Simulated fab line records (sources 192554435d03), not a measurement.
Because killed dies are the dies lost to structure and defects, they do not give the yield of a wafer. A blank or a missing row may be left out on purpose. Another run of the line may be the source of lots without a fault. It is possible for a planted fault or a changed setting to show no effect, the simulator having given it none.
2 desks looking at one fault | flow n5_finfet | each desk holds nothing but its own numbers, with what lay behind them at the end

== METROLOGY DESK ==
What the gauges read for every lot (on any tool): the sampled wafers with a number, averaged. A lot is out of limits, marked OUT, if its mean lies more than 4 standard deviations from the usual mean; the brackets give that distance. Readings shown: 7 of its 11, picked as those furthest out on some lot.
Columns: A = cd_nm at N5_BEOL_M2_CD_MEAS_11, usual 16.76 nm; B = IOFF_N at N5_BEOL_M4_RC_MEAS_101, usual 0.162 nA/um; C = IOFF_P at N5_BEOL_M4_RC_MEAS_101, usual 0.221 nA/um; D = ION_N at N5_BEOL_M4_RC_MEAS_101, usual 678 uA/um; E = ION_P at N5_BEOL_M4_RC_MEAS_101, usual 466 uA/um; F = VT_N at N5_BEOL_M4_RC_MEAS_101, usual 249.2 mV; G = VT_P at N5_BEOL_M4_RC_MEAS_101, usual -249 mV
lot  | first seen here | A     | B     | C     | D   | E   | F     | G
L470 | day 6 13:58     | 16.87 | 0.157 | 0.210 | 676 | 462 | 248.8 | -251
L472 | day 7 22:10     | 16.79 | 0.152 | 0.208 | 677 | 465 | 250.9 | -252
L477 | day 9 20:08     | 16.46 | 0.158 | 0.182 | 676 | 458 | 250.7 | -254
L479 | day 10 16:00    | 16.87 | 0.176 | 0.223 | 677 | 464 | 247.5 | -250
L481 | day 11 04:52    | 16.83 | 0.174 | 0.194 | 683 | 457 | 249.5 | -253
L488 | day 12 20:47    | 16.67 | 0.170 | 0.234 | 683 | 467 | 248.8 | -247
L489 | day 13 02:07    | 16.63 | 0.201 | 0.278 | 690 | 475 | 245.3 | -244
L492 | day 14 04:21    | 17.07 | 0.167 | 0.241 | 686 | 476 | 247.5 | -244
L490 | day 14 05:07    | 16.76 | 0.153 | 0.202 | 674 | 464 | 248.7 | -249
This desk found nothing out of limits on any of the 9 lots.

== FOR THE TOOL OWNER'S DESK: rie_diel-01 ==
The tool's own readings at N5_BEOL_M2_ETCH_63 (etches SiARC in CF4, target depth 15.6 nm, time 26 s): means of the sampled wafers that have a number, for each lot that ran on this tool. A lot is out of limits, marked OUT, if its mean lies more than 4 standard deviations from the usual mean; the brackets give that distance.
Columns: A = drypump_motor_current_A at N5_BEOL_M2_ETCH_63, usual 5.8 A; B = etch_rf_on_time_s at N5_BEOL_M2_ETCH_63, usual 25.77 s; C = mfc_ar_sccm at N5_BEOL_M2_ETCH_63, usual 100.02 sccm; D = oes_product_au at N5_BEOL_M2_ETCH_63, usual 0.67 a.u.; E = rf_vpp_V at N5_BEOL_M2_ETCH_63, usual 184.4 V; F = showerhead_plenum_p_Torr at N5_BEOL_M2_ETCH_63, usual 2.17 Torr; G = throttle_valve_pct at N5_BEOL_M2_ETCH_63, usual 15.64 %
lot  | first seen here | A   | B               | C      | D    | E     | F    | G
L470 | day 6 14:17     | 5.7 | 25.63           | 99.90  | 0.71 | 184.7 | 2.19 | 15.60
L477 | day 9 20:49     | 5.7 | 25.88           | 99.93  | 0.68 | 184.5 | 2.18 | 15.69
L479 | day 10 16:11    | 5.7 | 20.02 (-20) OUT | 100.04 | 0.82 | 184.0 | 2.18 | 15.64
L481 | day 11 05:56    | 5.9 | 22.70 (-11) OUT | 100.01 | 0.75 | 184.3 | 2.16 | 15.70
L492 | day 14 04:43    | 5.9 | 25.56           | 100.00 | 0.66 | 184.2 | 2.12 | 15.74
This desk's finding: out of limits on L479, L481; first on L479, day 10 16:11 (etch_rf_on_time_s at N5_BEOL_M2_ETCH_63). L470, L477, L492 stayed within limits.

== PUT TOGETHER ==
On L479, L481, at day 10 16:11, an alarm was possible from the tool owner's desk.
The metrology desk saw nothing out of limits.
The metrology desk has L479, L481 on record, within its limits.
N5_BEOL_M2_ETCH_63 was run on rie_diel-01 by each of the lots named.

== WHAT THE SIMULATOR HAD PUT IN ==
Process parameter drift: rie_diel-01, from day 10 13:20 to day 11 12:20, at N5_BEOL_M2_ETCH_63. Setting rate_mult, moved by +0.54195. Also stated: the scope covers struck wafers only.
Lots struck among those shown: L479, L481.
Hours from the fault's start to each desk's first reading out of limits: the tool owner's desk, 3.
